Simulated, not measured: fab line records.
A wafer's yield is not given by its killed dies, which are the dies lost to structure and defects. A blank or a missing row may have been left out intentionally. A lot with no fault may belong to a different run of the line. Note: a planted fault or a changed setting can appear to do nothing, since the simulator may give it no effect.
Chamber matching :: flow n5_finfet :: rie_diel-01 running N5_BEOL_M6_ETCH_61: 4 sister chambers
The step etches SiARC in CF4, target depth 45.5 nm, time 75.8 s. 4 wafers are shown with their chamber, then 7 later ones without.

== WAFERS PAIRED WITH THEIR CHAMBERS ==
wafer: L079.5
chamber: 3
drypump_motor_current_A (A): 6.3

wafer: L082.1
chamber: 0
drypump_motor_current_A (A): 6.4

wafer: L091.3
chamber: 1
drypump_motor_current_A (A): 5.6

wafer: L091.4
chamber: 2
drypump_motor_current_A (A): 5.2

== WAFERS MISSING THEIR CHAMBER ==
wafer: L091.5
drypump_motor_current_A (A): 5.2

wafer: L095.2
drypump_motor_current_A (A): 5.7

wafer: L095.3
drypump_motor_current_A (A): 5.2

wafer: L095.6
drypump_motor_current_A (A): 5.2

wafer: L096.3
drypump_motor_current_A (A): 6.4

wafer: L096.4
drypump_motor_current_A (A): 5.2

wafer: L096.5
drypump_motor_current_A (A): 5.7

== WHICH CHAMBER EACH ONE RAN IN ==
wafer: L091.5
from the rows above: 2
in truth: 2

wafer: L095.2
from the rows above: 1
in truth: 1

wafer: L095.3
from the rows above: 2
in truth: 2

wafer: L095.6
from the rows above: 2
in truth: 2

wafer: L096.3
from the rows above: can't be placed: 0 or 3
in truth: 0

wafer: L096.4
from the rows above: 2
in truth: 2

wafer: L096.5
from the rows above: 1
in truth: 1
6 of 7 placed correctly. Can't be placed from these rows: 1 (the true chamber is among the candidates in 1). Placed wrongly: 0.
How it was worked out, from the rows above alone: a wafer's distance from a chamber is the root of the sum, over the readings, of the square of ((its reading less the chamber's mean) divided by the reading's scatter). If the next closest chamber is less than 2 further off than the closest, the wafer can't be placed; otherwise it belongs to the closest. A chamber's mean is the mean of its shown wafers. The scatter: with one shown wafer a chamber, the root of the mean of the squares of how far each hidden wafer lies from its nearest shown one.
